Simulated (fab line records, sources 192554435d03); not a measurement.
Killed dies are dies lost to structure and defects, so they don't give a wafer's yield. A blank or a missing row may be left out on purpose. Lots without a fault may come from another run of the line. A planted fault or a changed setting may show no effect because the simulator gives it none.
Chamber matching | flow n5_finfet | N5_DUMMY_GATE_STRIP_41 on rie_diel-02: 4 sister chambers
The step strips in O2. 20 wafers are shown with their chamber, then 10 later ones without.

WAFERS WITH THEIR CHAMBER
wafer  | chamber | drypump_motor_current_A (A) | throttle_valve_pct (%) | showerhead_plenum_p_Torr (Torr)
L078.1 | 1       | 5.6                         | 16.85                  | 2.19
L078.2 | 2       | 5.7                         | 16.82                  | 2.07
L078.3 | 3       | 5.0                         | 17.24                  | 2.00
L082.4 | 1       | 5.6                         | 16.85                  | 2.19
L082.5 | 3       | 5.1                         | 17.25                  | 1.99
L082.6 | 2       | 5.6                         | 16.81                  | 2.07
L084.1 | 0       | 5.8                         | 16.31                  | 2.06
L084.4 | 0       | 5.7                         | 16.31                  | 2.06
L084.6 | 2       | 5.6                         | 16.83                  | 2.06
L085.2 | 0       | 5.8                         | 16.31                  | 2.06
L085.3 | 2       | 5.6                         | 16.83                  | 2.06
L085.6 | 0       | 5.8                         | 16.31                  | 2.06
L088.2 | 1       | 5.6                         | 16.88                  | 2.18
L088.5 | 3       | 5.0                         | 16.76                  | 2.26
L088.6 | 0       | 5.7                         | 16.32                  | 2.06
L089.2 | 1       | 5.6                         | 16.89                  | 2.18
L089.4 | 3       | 5.0                         | 16.77                  | 2.26
L089.5 | 1       | 5.6                         | 16.89                  | 2.18
L092.4 | 3       | 5.0                         | 16.79                  | 2.26
L092.5 | 2       | 5.6                         | 16.87                  | 2.06

SIGNATURES (means of the wafers above)
reading                  | chamber 0 | chamber 1 | chamber 2 | chamber 3 | scatter within a chamber
drypump_motor_current_A  | 5.760     | 5.600     | 5.620     | 5.020     | 0.0418
throttle_valve_pct       | 16.3120   | 16.8720   | 16.8320   | 16.9620   | 0.13
showerhead_plenum_p_Torr | 2.0600    | 2.1840    | 2.0640    | 2.1540    | 0.0727
Rule: a wafer's distance from a chamber is the root of the sum, over the readings, of the square of ((its reading less the chamber's mean) divided by the reading's scatter). The wafer belongs to the nearest chamber; if the next one is less than 2 further off, it can't be placed. The scatter: the root of (the sum of the squares of (reading less its chamber's mean) over the shown wafers, divided by (wafers less chambers)).

WAFERS WITHOUT THEIR CHAMBER
wafer  | drypump_motor_current_A (A) | throttle_valve_pct (%) | showerhead_plenum_p_Torr (Torr)
L092.6 | 5.6                         | 16.90                  | 2.18
L093.1 | 5.8                         | 16.33                  | 2.06
L093.2 | 5.0                         | 16.78                  | 2.25
L093.4 | 5.6                         | 16.89                  | 2.18
L095.1 | 5.6                         | 16.91                  | 2.18
L095.4 | 5.8                         | 16.33                  | 2.06
L095.5 | 5.8                         | 16.32                  | 2.06
L097.1 | 5.7                         | 16.88                  | 2.06
L097.5 | 5.0                         | 16.79                  | 2.25
L097.6 | 5.8                         | 16.35                  | 2.06

WHICH CHAMBER EACH WENT THROUGH
wafer  | from the rows above     | in truth
L092.6 | can't be placed: 1 or 2 | 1
L093.1 | 0                       | 0
L093.2 | 3                       | 3
L093.4 | can't be placed: 1 or 2 | 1
L095.1 | can't be placed: 1 or 2 | 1
L095.4 | 0                       | 0
L095.5 | 0                       | 0
L097.1 | can't be placed: 2 or 1 | 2
L097.5 | 3                       | 3
L097.6 | 0                       | 0
Placed correctly: 6 of 10. Can't be placed from these rows: 4 (the true chamber is among the candidates in 4). Placed wrongly: 0.
